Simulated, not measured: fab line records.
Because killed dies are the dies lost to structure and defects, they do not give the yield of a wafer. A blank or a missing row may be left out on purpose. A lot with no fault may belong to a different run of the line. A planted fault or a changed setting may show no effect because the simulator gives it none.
fab line records :: flow nand_harc
record
  lots=7
  wafers=19
  last_day=24
route steps=1159 shown A_ONON_D1@430 END@1159
lots with no fault: from the same line, run without faults
start_h: the number of hours between the record's first day and the start of the first shown wafer of the lot :: wait_h: hours from the lot's prior step to this one :: " same as the row above :: L1.1+2: a row that stands for several wafers :: - no value, or no start given :: * or withheld: withheld :: < > ~ a bound
route shown NAME@n: NAME is a module with steps in the file, n the number in the route of the first one :: usual: mean/standard deviation of fault-free wafers :: same: alike in all rows :: chamber/n: place in a boat :: sites: per-site readings :: _std_site: the values' standard deviation :: _edge_site: outer sites' mean less inner sites' :: radius_mm: how far each site lies from the wafer's centre :: mask NAME#n: copy n :: behind: the last tool/chamber to shape the wafer :: hold: the reason the lot was held/the length of the hold in hours/how it ended :: device: the n, p or np transistor that did not switch :: end of line: the route-end tests of the same wafers :: a step given without rows: its recipe and nothing more :: killed: dies lost to structure and defects at the first sort, not the wafer's yield :: map: a wafer's dies, x killed, . not, _ none there
set.NAME: the run value of the setting; set.NAME@STEP: its run value at that earlier step :: model.NAME: the simulator's own value behind a step, which no gauge read
lots at selected steps of the route; one table per step, one row per wafer
services: a tool's chamber out of use, with start hour (start_h, from the record's first day; less than 0 if before it), hours out, and reason
## steps
# step NHARC_A_ONON_D1_DEP_09
# recipe
  target_thk_a=10000
  n2_flow_sccm=2750
  n2o_flow_sccm=2000
  nh3_flow_sccm=500
  sih4_flow_sccm=210
  temp_c=400
# step NHARC_A_ONON_D1_THK_MEAS_11
# recipe
  thk_meas_gauge=ellipsometry
# usual
  thk_nm=1003/11
lot.wafer: L585.1
tool: film_metro-02
chamber: -
start_h: 155.71
wait_h: -
thk_nm: 1012

lot.wafer: L585.3
tool: film_metro-02
chamber: -
start_h: 155.71
wait_h: -
thk_nm: 1009

lot.wafer: L585.6
tool: film_metro-02
chamber: -
start_h: 155.71
wait_h: -
thk_nm: 1009

lot.wafer: L590.2
tool: film_metro-02
chamber: -
start_h: 192.81
wait_h: -
thk_nm: 1004

lot.wafer: L590.3
tool: film_metro-02
chamber: -
start_h: 192.81
wait_h: -
thk_nm: 1002

lot.wafer: L594.4
tool: film_metro-01
chamber: -
start_h: 202.82
wait_h: -
thk_nm: 1008

lot.wafer: L594.5
tool: film_metro-01
chamber: -
start_h: 202.82
wait_h: -
thk_nm: 1005

lot.wafer: L594.6
tool: film_metro-01
chamber: -
start_h: 202.82
wait_h: -
thk_nm: 1008

lot.wafer: L596.3
tool: film_metro-01
chamber: -
start_h: 219.05
wait_h: -
thk_nm: 1018

lot.wafer: L596.5
tool: film_metro-01
chamber: -
start_h: 219.05
wait_h: -
thk_nm: 1019

lot.wafer: L602.3
tool: film_metro-02
chamber: -
start_h: 268.13
wait_h: -
thk_nm: 991

lot.wafer: L602.4
tool: film_metro-02
chamber: -
start_h: 268.13
wait_h: -
thk_nm: 992

lot.wafer: L602.5
tool: film_metro-02
chamber: -
start_h: 268.13
wait_h: -
thk_nm: 992

lot.wafer: L605.1
tool: film_metro-01
chamber: -
start_h: 283.75
wait_h: -
thk_nm: 1016

lot.wafer: L605.5
tool: film_metro-01
chamber: -
start_h: 283.75
wait_h: -
thk_nm: 1016

lot.wafer: L605.6
tool: film_metro-01
chamber: -
start_h: 283.75
wait_h: -
thk_nm: 1016

lot.wafer: L606.1
tool: film_metro-02
chamber: -
start_h: 283.77
wait_h: -
thk_nm: 1002

lot.wafer: L606.3
tool: film_metro-02
chamber: -
start_h: 283.77
wait_h: -
thk_nm: 1004

lot.wafer: L606.6
tool: film_metro-02
chamber: -
start_h: 283.77
wait_h: -
thk_nm: 1004
# step NHARC_A_ONON_D1_DEP_12
# recipe
  target_thk_a=10000
  n2_flow_sccm=2750
  n2o_flow_sccm=2000
  nh3_flow_sccm=500
  sih4_flow_sccm=210
  temp_c=400
# step NHARC_A_ONON_D1_THK_MEAS_14
# recipe
  thk_meas_gauge=ellipsometry
# usual
  thk_nm=1002/11
lot.wafer: L585.1
tool: film_metro-02
chamber: -
start_h: 156.28
wait_h: -
thk_nm: 1011

lot.wafer: L585.3
tool: film_metro-02
chamber: -
start_h: 156.28
wait_h: -
thk_nm: 1010

lot.wafer: L585.6
tool: film_metro-02
chamber: -
start_h: 156.28
wait_h: -
thk_nm: 1010

lot.wafer: L590.2
tool: film_metro-02
chamber: -
start_h: 193.40
wait_h: -
thk_nm: 1002

lot.wafer: L590.3
tool: film_metro-02
chamber: -
start_h: 193.40
wait_h: -
thk_nm: 1001

lot.wafer: L594.4
tool: film_metro-01
chamber: -
start_h: 203.68
wait_h: -
thk_nm: 1002

lot.wafer: L594.5
tool: film_metro-01
chamber: -
start_h: 203.68
wait_h: -
thk_nm: 1001

lot.wafer: L594.6
tool: film_metro-01
chamber: -
start_h: 203.68
wait_h: -
thk_nm: 1002

lot.wafer: L596.3
tool: film_metro-02
chamber: -
start_h: 219.62
wait_h: -
thk_nm: 991

lot.wafer: L596.5
tool: film_metro-02
chamber: -
start_h: 219.62
wait_h: -
thk_nm: 993

lot.wafer: L602.3
tool: film_metro-02
chamber: -
start_h: 268.70
wait_h: -
thk_nm: 1025

lot.wafer: L602.4
tool: film_metro-02
chamber: -
start_h: 268.70
wait_h: -
thk_nm: 1026

lot.wafer: L602.5
tool: film_metro-02
chamber: -
start_h: 268.70
wait_h: -
thk_nm: 1024

lot.wafer: L605.1
tool: film_metro-01
chamber: -
start_h: 284.33
wait_h: -
thk_nm: 994

lot.wafer: L605.5
tool: film_metro-01
chamber: -
start_h: 284.33
wait_h: -
thk_nm: 992

lot.wafer: L605.6
tool: film_metro-01
chamber: -
start_h: 284.33
wait_h: -
thk_nm: 994

lot.wafer: L606.1
tool: film_metro-02
chamber: -
start_h: 284.36
wait_h: -
thk_nm: 1021

lot.wafer: L606.3
tool: film_metro-02
chamber: -
start_h: 284.36
wait_h: -
thk_nm: 1023

lot.wafer: L606.6
tool: film_metro-02
chamber: -
start_h: 284.36
wait_h: -
thk_nm: 1023
# step NHARC_A_ONON_D1_ANNEAL_15
# recipe
  temp_c=750
  time_s=3600
# step NHARC_A_ONON_D1_DEP_16
# recipe
  target_thk_a=10000
  n2_flow_sccm=2750
  n2o_flow_sccm=2000
  nh3_flow_sccm=500
  sih4_flow_sccm=210
  temp_c=400
# step NHARC_A_ONON_D1_THK_MEAS_18
# recipe
  thk_meas_gauge=ellipsometry
# usual
  thk_nm=1001/9.6
lot.wafer: L585.1
tool: film_metro-01
chamber: -
start_h: 165.35
wait_h: -
thk_nm: 1009

lot.wafer: L585.3
tool: film_metro-01
chamber: -
start_h: 165.35
wait_h: -
thk_nm: 1009

lot.wafer: L585.6
tool: film_metro-01
chamber: -
start_h: 165.35
wait_h: -
thk_nm: 1011

lot.wafer: L590.2
tool: film_metro-01
chamber: -
start_h: 201.56
wait_h: -
thk_nm: 1007

lot.wafer: L590.3
tool: film_metro-01
chamber: -
start_h: 201.56
wait_h: -
thk_nm: 1009

lot.wafer: L594.4
tool: film_metro-01
chamber: -
start_h: 210.76
wait_h: -
thk_nm: 988

lot.wafer: L594.5
tool: film_metro-01
chamber: -
start_h: 210.76
wait_h: -
thk_nm: 989

lot.wafer: L594.6
tool: film_metro-01
chamber: -
start_h: 210.76
wait_h: -
thk_nm: 988

lot.wafer: L596.3
tool: film_metro-01
chamber: -
start_h: 226.77
wait_h: -
thk_nm: 1019

lot.wafer: L596.5
tool: film_metro-01
chamber: -
start_h: 226.77
wait_h: -
thk_nm: 1021

lot.wafer: L602.3
tool: film_metro-02
chamber: -
start_h: 275.74
wait_h: -
thk_nm: 989

lot.wafer: L602.4
tool: film_metro-02
chamber: -
start_h: 275.74
wait_h: -
thk_nm: 990

lot.wafer: L602.5
tool: film_metro-02
chamber: -
start_h: 275.74
wait_h: -
thk_nm: 988

lot.wafer: L605.1
tool: film_metro-01
chamber: -
start_h: 299.24
wait_h: -
thk_nm: 1004

lot.wafer: L605.5
tool: film_metro-01
chamber: -
start_h: 299.24
wait_h: -
thk_nm: 1004

lot.wafer: L605.6
tool: film_metro-01
chamber: -
start_h: 299.24
wait_h: -
thk_nm: 1002

lot.wafer: L606.1
tool: film_metro-01
chamber: -
start_h: 299.59
wait_h: -
thk_nm: 1003

lot.wafer: L606.3
tool: film_metro-01
chamber: -
start_h: 299.59
wait_h: -
thk_nm: 1002

lot.wafer: L606.6
tool: film_metro-01
chamber: -
start_h: 299.59
wait_h: -
thk_nm: 1003
# step NHARC_A_ONON_D1_DEP_19
# recipe
  target_thk_a=10000
  n2_flow_sccm=2750
  n2o_flow_sccm=2000
  nh3_flow_sccm=500
  sih4_flow_sccm=210
  temp_c=400
# step NHARC_A_ONON_D1_THK_MEAS_21
# recipe
  thk_meas_gauge=ellipsometry
# usual
  thk_nm=1001/13
lot.wafer: L585.1
tool: film_metro-02
chamber: -
start_h: 165.92
wait_h: -
thk_nm: 993

lot.wafer: L585.3
tool: film_metro-02
chamber: -
start_h: 165.92
wait_h: -
thk_nm: 993

lot.wafer: L585.6
tool: film_metro-02
chamber: -
start_h: 165.92
wait_h: -
thk_nm: 990

lot.wafer: L590.2
tool: film_metro-02
chamber: -
start_h: 202.47
wait_h: -
thk_nm: 995

lot.wafer: L590.3
tool: film_metro-02
chamber: -
start_h: 202.47
wait_h: -
thk_nm: 996

lot.wafer: L594.4
tool: film_metro-01
chamber: -
start_h: 211.33
wait_h: -
thk_nm: 1010

lot.wafer: L594.5
tool: film_metro-01
chamber: -
start_h: 211.33
wait_h: -
thk_nm: 1012

lot.wafer: L594.6
tool: film_metro-01
chamber: -
start_h: 211.33
wait_h: -
thk_nm: 1010

lot.wafer: L596.3
tool: film_metro-02
chamber: -
start_h: 227.36
wait_h: -
thk_nm: 979

lot.wafer: L596.5
tool: film_metro-02
chamber: -
start_h: 227.36
wait_h: -
thk_nm: 978

lot.wafer: L602.3
tool: film_metro-02
chamber: -
start_h: 276.31
wait_h: -
thk_nm: 1011

lot.wafer: L602.4
tool: film_metro-02
chamber: -
start_h: 276.31
wait_h: -
thk_nm: 1011

lot.wafer: L602.5
tool: film_metro-02
chamber: -
start_h: 276.31
wait_h: -
thk_nm: 1010

lot.wafer: L605.1
tool: film_metro-01
chamber: -
start_h: 299.80
wait_h: -
thk_nm: 1022

lot.wafer: L605.5
tool: film_metro-01
chamber: -
start_h: 299.80
wait_h: -
thk_nm: 1021

lot.wafer: L605.6
tool: film_metro-01
chamber: -
start_h: 299.80
wait_h: -
thk_nm: 1021

lot.wafer: L606.1
tool: film_metro-02
chamber: -
start_h: 300.16
wait_h: -
thk_nm: 1005

lot.wafer: L606.3
tool: film_metro-02
chamber: -
start_h: 300.16
wait_h: -
thk_nm: 1004

lot.wafer: L606.6
tool: film_metro-02
chamber: -
start_h: 300.16
wait_h: -
thk_nm: 1004
# step NHARC_A_ONON_D1_DEP_22
# recipe
  target_thk_a=10000
  n2_flow_sccm=2750
  n2o_flow_sccm=2000
  nh3_flow_sccm=500
  sih4_flow_sccm=210
  temp_c=400
# step NHARC_A_ONON_D1_THK_MEAS_24
# recipe
  thk_meas_gauge=ellipsometry
# usual
  thk_nm=1002/9
lot.wafer: L585.1
tool: film_metro-02
chamber: -
start_h: 166.49
wait_h: -
thk_nm: 1003

lot.wafer: L585.3
tool: film_metro-02
chamber: -
start_h: 166.49
wait_h: -
thk_nm: 1002

lot.wafer: L585.6
tool: film_metro-02
chamber: -
start_h: 166.49
wait_h: -
thk_nm: 1000

lot.wafer: L590.2
tool: film_metro-02
chamber: -
start_h: 203.32
wait_h: -
thk_nm: 1002

lot.wafer: L590.3
tool: film_metro-02
chamber: -
start_h: 203.32
wait_h: -
thk_nm: 1001

lot.wafer: L594.4
tool: film_metro-02
chamber: -
start_h: 211.90
wait_h: -
thk_nm: 988

lot.wafer: L594.5
tool: film_metro-02
chamber: -
start_h: 211.90
wait_h: -
thk_nm: 989

lot.wafer: L594.6
tool: film_metro-02
chamber: -
start_h: 211.90
wait_h: -
thk_nm: 990

lot.wafer: L596.3
tool: film_metro-01
chamber: -
start_h: 227.93
wait_h: -
thk_nm: 1002

lot.wafer: L596.5
tool: film_metro-01
chamber: -
start_h: 227.93
wait_h: -
thk_nm: 1001

lot.wafer: L602.3
tool: film_metro-01
chamber: -
start_h: 276.88
wait_h: -
thk_nm: 995

lot.wafer: L602.4
tool: film_metro-01
chamber: -
start_h: 276.88
wait_h: -
thk_nm: 996

lot.wafer: L602.5
tool: film_metro-01
chamber: -
start_h: 276.88
wait_h: -
thk_nm: 994

lot.wafer: L605.1
tool: film_metro-02
chamber: -
start_h: 300.37
wait_h: -
thk_nm: 1005

lot.wafer: L605.5
tool: film_metro-02
chamber: -
start_h: 300.37
wait_h: -
thk_nm: 1004

lot.wafer: L605.6
tool: film_metro-02
chamber: -
start_h: 300.37
wait_h: -
thk_nm: 1006

lot.wafer: L606.1
tool: film_metro-02
chamber: -
start_h: 300.72
wait_h: -
thk_nm: 1006

lot.wafer: L606.3
tool: film_metro-02
chamber: -
start_h: 300.72
wait_h: -
thk_nm: 1005

lot.wafer: L606.6
tool: film_metro-02
chamber: -
start_h: 300.72
wait_h: -
thk_nm: 1006
# step NHARC_A_ONON_D1_DEP_25
# recipe
  target_thk_a=10000
  n2_flow_sccm=2750
  n2o_flow_sccm=2000
  nh3_flow_sccm=500
  sih4_flow_sccm=210
  temp_c=400
lot.wafer: L585.1+3+6
tool: pecvd_onon-02
chamber: 0
start_h: 166.54
wait_h: 0.1

lot.wafer: L590.2+3
tool: pecvd_onon-02
chamber: 0
start_h: 203.78
wait_h: 0.5

lot.wafer: L594.4+5+6
tool: pecvd_onon-02
chamber: 0
start_h: 212.13
wait_h: 0.2

lot.wafer: L596.3+5
tool: pecvd_onon-02
chamber: 0
start_h: 228.10
wait_h: 0.2

lot.wafer: L602.3+4+5
tool: pecvd_onon-01
chamber: 0
start_h: 277.05
wait_h: 0.2

lot.wafer: L605.1+5+6
tool: pecvd_onon-03
chamber: 0
start_h: 300.42
wait_h: 0.1

lot.wafer: L606.1+3+6
tool: pecvd_onon-03
chamber: 0
start_h: 300.78
wait_h: 0.1
# step NHARC_A_ONON_D1_THK_MEAS_27
# recipe
  thk_meas_gauge=ellipsometry
# usual
  thk_nm=1001/8.4
lot.wafer: L585.1
tool: film_metro-02
chamber: -
start_h: 167.06
wait_h: -
thk_nm: 994

lot.wafer: L585.3
tool: film_metro-02
chamber: -
start_h: 167.06
wait_h: -
thk_nm: 994

lot.wafer: L585.6
tool: film_metro-02
chamber: -
start_h: 167.06
wait_h: -
thk_nm: 993

lot.wafer: L590.2
tool: film_metro-01
chamber: -
start_h: 204.24
wait_h: -
thk_nm: 1010

lot.wafer: L590.3
tool: film_metro-01
chamber: -
start_h: 204.24
wait_h: -
thk_nm: 513

lot.wafer: L594.4
tool: film_metro-02
chamber: -
start_h: 212.47
wait_h: -
thk_nm: 993

lot.wafer: L594.5
tool: film_metro-02
chamber: -
start_h: 212.47
wait_h: -
thk_nm: 496

lot.wafer: L594.6
tool: film_metro-02
chamber: -
start_h: 212.47
wait_h: -
thk_nm: 991

lot.wafer: L596.3
tool: film_metro-02
chamber: -
start_h: 228.50
wait_h: -
thk_nm: 488

lot.wafer: L596.5
tool: film_metro-02
chamber: -
start_h: 228.50
wait_h: -
thk_nm: 489

lot.wafer: L602.3
tool: film_metro-01
chamber: -
start_h: 277.45
wait_h: -
thk_nm: 1010

lot.wafer: L602.4
tool: film_metro-01
chamber: -
start_h: 277.45
wait_h: -
thk_nm: 1011

lot.wafer: L602.5
tool: film_metro-01
chamber: -
start_h: 277.45
wait_h: -
thk_nm: 1008

lot.wafer: L605.1
tool: film_metro-01
chamber: -
start_h: 300.93
wait_h: -
thk_nm: 1001

lot.wafer: L605.5
tool: film_metro-01
chamber: -
start_h: 300.93
wait_h: -
thk_nm: 1000

lot.wafer: L605.6
tool: film_metro-01
chamber: -
start_h: 300.93
wait_h: -
thk_nm: 1000

lot.wafer: L606.1
tool: film_metro-01
chamber: -
start_h: 301.29
wait_h: -
thk_nm: 999

lot.wafer: L606.3
tool: film_metro-01
chamber: -
start_h: 301.29
wait_h: -
thk_nm: 999

lot.wafer: L606.6
tool: film_metro-01
chamber: -
start_h: 301.29
wait_h: -
thk_nm: 998
# step NHARC_A_ONON_D1_DEP_28
# recipe
  target_thk_a=10000
  n2_flow_sccm=2750
  n2o_flow_sccm=2000
  nh3_flow_sccm=500
  sih4_flow_sccm=210
  temp_c=400
# step NHARC_END_SORT_01
# recipe
  temp_c=25
# usual
  killed_at_array=27/10
  killed_at_other=0.6/0.83
  killed_at_periphery=2.4/1.8
  killed_dies=30/10
  killed_open=3.3/1.7
  killed_short=1.8/1.4
# same
  gross_dies=677
lot.wafer: L590.3
tool: prober-02
chamber: 0
start_h: 479.51
wait_h: 3.1
killed_at_array: 675
killed_at_other: 2
killed_at_periphery: 0
killed_dies: 677
killed_open: 3
killed_short: 2

lot.wafer: L594.5
tool: prober-01
chamber: 0
start_h: 483.22
wait_h: 3.7
killed_at_array: 673
killed_at_other: 0
killed_at_periphery: 4
killed_dies: 677
killed_open: 2
killed_short: 2

lot.wafer: L596.3
tool: prober-01
chamber: 0
start_h: 491.42
wait_h: 3.1
killed_at_array: 676
killed_at_other: 0
killed_at_periphery: 1
killed_dies: 677
killed_open: 4
killed_short: 1

lot.wafer: L596.5
tool: prober-01
chamber: 0
start_h: 493.02
wait_h: 3.7
killed_at_array: 674
killed_at_other: 1
killed_at_periphery: 2
killed_dies: 677
killed_open: 3
killed_short: 1
# killed by level:class
L590.3 A_ONON_D1:area_dep=658 A_CHANNEL_HOLE_D1:chamber_film_flake=4 A_CONTACT:chamber_film_flake=3 A_STAIRCASE:chamber_film_flake=2 THIN_TSV:chamber_film_flake=2 A_ONON_D1:geometric_particle:short=1 A_CHANNEL_FILL_D1:geometric_particle:open=1 A_WL_FILL:geometric_particle:open=1
L594.5 A_ONON_D1:area_dep=643 A_CHANNEL_HOLE_D1:chamber_film_flake=13 A_SLIT:chamber_film_flake=12 A_STAIRCASE:chamber_film_flake=2 P_CONTACT:geometric_particle:open=1 P_M0:geometric_particle:open=1 A_CHANNEL_HOLE_D1:geometric_particle:short=1 A_M0:geometric_particle:short=1
L596.3 A_ONON_D1:area_dep=653 A_SLIT:chamber_film_flake=11 A_CHANNEL_HOLE_D1:chamber_film_flake=4 A_STAIRCASE:chamber_film_flake=3 A_CONTACT:geometric_particle:open=2 P_M1:geometric_particle:open=1 A_CHANNEL_HOLE_D1:geometric_particle:open=1 A_CHANNEL_FILL_D1:geometric_particle:short=1
L596.5 A_ONON_D1:area_dep=654 A_SLIT:chamber_film_flake=13 A_CHANNEL_HOLE_D1:chamber_film_flake=2 A_STAIRCASE:chamber_film_flake=2 P_GATE:geometric_particle:open=1 P_M0:geometric_particle:short=1 A_SGD_CUT:geometric_particle:open=1 A_CONTACT:geometric_particle:open=1
# map L590.3 (x killed, . not)
____________x____________
_________xxxxxxx_________
_______xxxxxxxxxxx_______
______xxxxxxxxxxxxx______
_____xxxxxxxxxxxxxxx_____
____xxxxxxxxxxxxxxxxx____
____xxxxxxxxxxxxxxxxx____
___xxxxxxxxxxxxxxxxxxx___
___xxxxxxxxxxxxxxxxxxx___
__xxxxxxxxxxxxxxxxxxxxx__
__xxxxxxxxxxxxxxxxxxxxx__
_xxxxxxxxxxxxxxxxxxxxxxx_
_xxxxxxxxxxxxxxxxxxxxxxx_
_xxxxxxxxxxxxxxxxxxxxxxx_
_xxxxxxxxxxxxxxxxxxxxxxx_
_xxxxxxxxxxxxxxxxxxxxxxx_
xxxxxxxxxxxxxxxxxxxxxxxxx
xxxxxxxxxxxxxxxxxxxxxxxxx
xxxxxxxxxxxxxxxxxxxxxxxxx
xxxxxxxxxxxxxxxxxxxxxxxxx
xxxxxxxxxxxxxxxxxxxxxxxxx
_xxxxxxxxxxxxxxxxxxxxxxx_
_xxxxxxxxxxxxxxxxxxxxxxx_
_xxxxxxxxxxxxxxxxxxxxxxx_
_xxxxxxxxxxxxxxxxxxxxxxx_
_xxxxxxxxxxxxxxxxxxxxxxx_
__xxxxxxxxxxxxxxxxxxxxx__
__xxxxxxxxxxxxxxxxxxxxx__
___xxxxxxxxxxxxxxxxxxx___
___xxxxxxxxxxxxxxxxxxx___
____xxxxxxxxxxxxxxxxx____
____xxxxxxxxxxxxxxxxx____
_____xxxxxxxxxxxxxxx_____
______xxxxxxxxxxxxx______
_______xxxxxxxxxxx_______
_________xxxxxxx_________
____________x____________
# map L594.5 (x killed, . not)
____________x____________
_________xxxxxxx_________
_______xxxxxxxxxxx_______
______xxxxxxxxxxxxx______
_____xxxxxxxxxxxxxxx_____
____xxxxxxxxxxxxxxxxx____
____xxxxxxxxxxxxxxxxx____
___xxxxxxxxxxxxxxxxxxx___
___xxxxxxxxxxxxxxxxxxx___
__xxxxxxxxxxxxxxxxxxxxx__
__xxxxxxxxxxxxxxxxxxxxx__
_xxxxxxxxxxxxxxxxxxxxxxx_
_xxxxxxxxxxxxxxxxxxxxxxx_
_xxxxxxxxxxxxxxxxxxxxxxx_
_xxxxxxxxxxxxxxxxxxxxxxx_
_xxxxxxxxxxxxxxxxxxxxxxx_
xxxxxxxxxxxxxxxxxxxxxxxxx
xxxxxxxxxxxxxxxxxxxxxxxxx
xxxxxxxxxxxxxxxxxxxxxxxxx
xxxxxxxxxxxxxxxxxxxxxxxxx
xxxxxxxxxxxxxxxxxxxxxxxxx
_xxxxxxxxxxxxxxxxxxxxxxx_
_xxxxxxxxxxxxxxxxxxxxxxx_
_xxxxxxxxxxxxxxxxxxxxxxx_
_xxxxxxxxxxxxxxxxxxxxxxx_
_xxxxxxxxxxxxxxxxxxxxxxx_
__xxxxxxxxxxxxxxxxxxxxx__
__xxxxxxxxxxxxxxxxxxxxx__
___xxxxxxxxxxxxxxxxxxx___
___xxxxxxxxxxxxxxxxxxx___
____xxxxxxxxxxxxxxxxx____
____xxxxxxxxxxxxxxxxx____
_____xxxxxxxxxxxxxxx_____
______xxxxxxxxxxxxx______
_______xxxxxxxxxxx_______
_________xxxxxxx_________
____________x____________
## services
tool: pecvd_onon-03
chamber: -
start_h: 153.25
hours: 13.0
kind: pm

tool: pecvd_onon-01
chamber: -
start_h: 195.12
hours: 13.0
kind: pm

tool: pecvd_onon-02
chamber: -
start_h: 292.27
hours: 13.0
kind: pm
## key
first_sign
  step=NHARC_A_ONON_D1_THK_MEAS_27
  reading=thk_nm
  direction=down
  sigmas=60
  usual=1001
  struck=496
effect
  step=NHARC_END_SORT_01
  reading=killed_at_array
  direction=up
  sigmas=63
  usual=27
  struck=674
more_kills_born_at
  NHARC_A_ONON_D1_DEP_25@pecvd_onon-02=2608
met_at NHARC_A_ONON_D1_DEP_25
struck_wafers L590.3,L594.5,L596.3,L596.5
later_rows_left_out L590.3,L594.5,L596.3,L596.5
tester_left_out L590,L594,L596
onset_between 166.54 203.78
fault
  kind=process_parameter_drift
  tool=pecvd_onon-02
  chamber=-
  onset_h=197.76
  steps=NHARC_A_ONON_D1_DEP_25
  channel=target_thk_a
  offset=*
  shape=step
  end_h=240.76
  scope=struck_wafers_only
  acts_in=*
  stated=*
# tester_left_out: of these lots the tester's yield and bins aren't shown, on N5 and GAA mostly nor the transistor test; their killed dies are dies lost to structure and defects alone, not to doping, threshold or leakage, so they don't give the yield
# later_rows_left_out: the simulator's readings of these wafers behind a module that went badly wrong aren't trusted and aren't shown, but for the sort
